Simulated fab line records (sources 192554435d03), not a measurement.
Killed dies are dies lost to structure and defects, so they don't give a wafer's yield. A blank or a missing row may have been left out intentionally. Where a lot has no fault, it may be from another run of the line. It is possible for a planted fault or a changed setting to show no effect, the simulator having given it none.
Split-lot study -- flow n5Finfet -- 7 lots, 21 wafers read, on a route of 1938 steps

THE SPLIT
At N5_BEOL_M4_ILD_DEP_00 (deposits SiOC from DEMS/O2, target thk 79 nm, time 15.3 s), the setting timeS was moved away from the recipe's 15.3 s on 6 of the 21 wafers read, by -13.7% to +9.5%. All remaining wafers had this setting at the recipe value.

Split to reading: the file shows no intervening step.

THE READING
At N5_BEOL_M4_THK_MEAS_01: M4_ILD_THK, given in nm. On this fab line, fault-free wafers typically give 78.6 nm with a standard deviation of 1 nm.

wafer,"tool, chamber at the split","timeS as run, s",against the recipe,"M4_ILD_THK, nm",against lot-mates on the recipe
L079.2,"pecvd-03, 1,2",15.3,recipe,78.2,-
L079.5,"pecvd-03, 1,2",15.3,recipe,78.2,-
L079.6,"pecvd-03, 1",15.3,recipe,79.2,-
L080.1,"pecvd-03, 0",16.75,+9.5%,85.1,+7.7
L080.2,"pecvd-03, 2",15.3,recipe,76.8,-
L080.3,"pecvd-03, 2",15.3,recipe,78.1,-
L082.4,"pecvd-03, 2",15.3,recipe,78.6,-
L082.5,"pecvd-03, 2,0",13.2,-13.7%,68.4,-10.2
L082.6,"pecvd-03, 2,0",13.2,-13.7%,68.4,-10.2
L088.1,"pecvd-02, 1,2",15.3,recipe,77.7,-
L088.2,"pecvd-02, 1,2",15.3,recipe,77.6,-
L088.5,"pecvd-02, 1",15.3,recipe,79.3,-
L090.1,"pecvd-02, 0",15.3,recipe,78.2,-
L090.3,"pecvd-02, 1",15.3,recipe,79.0,-
L090.4,"pecvd-02, 1",15.3,recipe,80.1,-
L094.2,"pecvd-02, 1",14.36,-6.1%,73.6,-4.2
L094.3,"pecvd-02, 0",15.3,recipe,77.1,-
L094.4,"pecvd-02, 1",15.3,recipe,78.6,-
L097.1,"pecvd-03, 2",14.37,-6.1%,72.4,-5.9
L097.2,"pecvd-03, 0",15.3,recipe,78.3,-
L097.4,"pecvd-03, 0",14.37,-6.1%,73.2,-5.1
The file does not say which wafer passed through which chamber wherever a row lists several chambers: such a row stands for several wafers.

THE FIT
A straight line over all 21 wafers: M4_ILD_THK changes by +0.743 nm for each +1% of timeS; r = +0.98; the points scatter about the line by 0.82 nm.
The same after taking each lot's own level away (the mean of its wafers on the recipe; 21 wafers): +0.77 nm for each +1%; r = +0.99; scatter 0.67 nm.
Per that fit: largest timeS move, reading shift of 11 nm.
Across the lots, their own levels run from 77.45 to 79.10 nm, a range of 1.7 times the standard deviation given above.
The two slopes are in agreement: the lot-to-lot level therefore moves the slope only a little.
Check: -10.8 nm against its lot-mates is what the line predicts for one of the wafers moved furthest among these (-13.7%) when that wafer is left out of the fit. It came out at -10.2 nm against them.

ADDITIONAL SPLITS CARRIED BY THESE WAFERS
Other splits were also applied to these wafers ahead of the reading. Each is held against what the fit with the lots' levels taken away leaves over:
other split on the same wafers,wafers away from the commonest value,r with M4_ILD_THK (lot level and that fit taken away)
N5_MOL_CONTACT_COAG_COAT_76 spinRpm,9,-0.08
N5_BEOL_M0_SAQP_COAT_08 spinRpm,6,+0.22
N5_BEOL_M0_SAQP_EXPOSE_11 doseMj,5,+0.12
N5_BEOL_M0_SAQP_COAT_72 spinRpm,6,-0.07
N5_BEOL_M0_ETCH_109 biasW,11,+0.22
N5_BEOL_M3_COAT_05 spinRpm,9,+0.01

THE WHOLE CHAIN: every reading that the file lists as answering this split, in the file's order
step,what it does,reading,change (the file's fit),r (the file's)
N5_BEOL_M4_ILD_DEP_00,"deposits SiOC from DEMS/O2, target thk 79 nm, time 15.3 s","SiOC_of_BEOL_M4_ILD_DEP_00.thkNm (the simulator's own value, which no gauge read)",+0.774 nm for each +1% of the setting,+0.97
N5_BEOL_M4_THK_MEAS_01,,M4_ILD_THK,+0.772 for each +1% of the setting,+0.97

THE FILE'S OWN FIT
M4_ILD_THK changes by +0.772 nm for each +1% of timeS, r = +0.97.
